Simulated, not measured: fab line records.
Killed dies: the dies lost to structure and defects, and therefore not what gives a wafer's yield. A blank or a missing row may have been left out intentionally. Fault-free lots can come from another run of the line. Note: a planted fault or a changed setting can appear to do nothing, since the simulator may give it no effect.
Matching of chambers | flow n5_finfet | N5_SD_EPI_N_LINER_46 on ald_sin-03 has 4 sister chambers
The step material SiNx, target thk 3 nm. 16 wafers are shown with their chamber, then 8 later ones without.

## WAFERS WITH THEIR CHAMBER
wafer  | chamber | heater_power_w (W)
L351.1 | 0       | 877
L351.4 | 2       | 677
L351.5 | 2       | 699
L352.3 | 3       | 744
L352.5 | 0       | 872
L352.6 | 3       | 761
L353.2 | 1       | 798
L353.3 | 0       | 882
L353.4 | 2       | 684
L354.1 | 0       | 836
L354.4 | 3       | 756
L354.5 | 1       | 832
L358.1 | 2       | 662
L358.4 | 0       | 870
L358.6 | 2       | 665
L364.2 | 3       | 737

SIGNATURES (averages over the wafers above)
reading        | chamber 0 | chamber 1 | chamber 2 | chamber 3 | scatter within a chamber
heater_power_w | 867.40    | 815.00    | 677.40    | 749.50    | 16.2
Rule: for each reading, subtract the chamber's mean from the wafer's reading, divide by that reading's scatter and square the result; add these up over the readings and take the root, which gives the wafer's distance from the chamber. If the next closest chamber is less than 2 further off than the closest, the wafer can't be placed; otherwise it belongs to the closest. How the scatter is found: for the shown wafers, subtract from each reading the mean of its chamber, square and add these, divide the total by (wafers less chambers), then take the root.

## WAFERS WITH NO CHAMBER GIVEN
wafer  | heater_power_w (W)
L364.5 | 866
L364.6 | 778
L371.2 | 849
L371.4 | 752
L371.5 | 802
L373.3 | 664
L373.4 | 867
L373.6 | 678

## WHICH CHAMBER EACH WENT THROUGH
wafer  | from the rows above     | in truth
L364.5 | 0                       | 0
L364.6 | can't be placed: 3 or 1 | 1
L371.2 | can't be placed: 0 or 1 | 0
L371.4 | 3                       | 3
L371.5 | 1                       | 1
L373.3 | 2                       | 2
L373.4 | 0                       | 0
L373.6 | 2                       | 2
Placed correctly: 6 of 8. Can't be placed from these rows: 2 (the true chamber is among the candidates in 2). Number placed wrongly: 0.
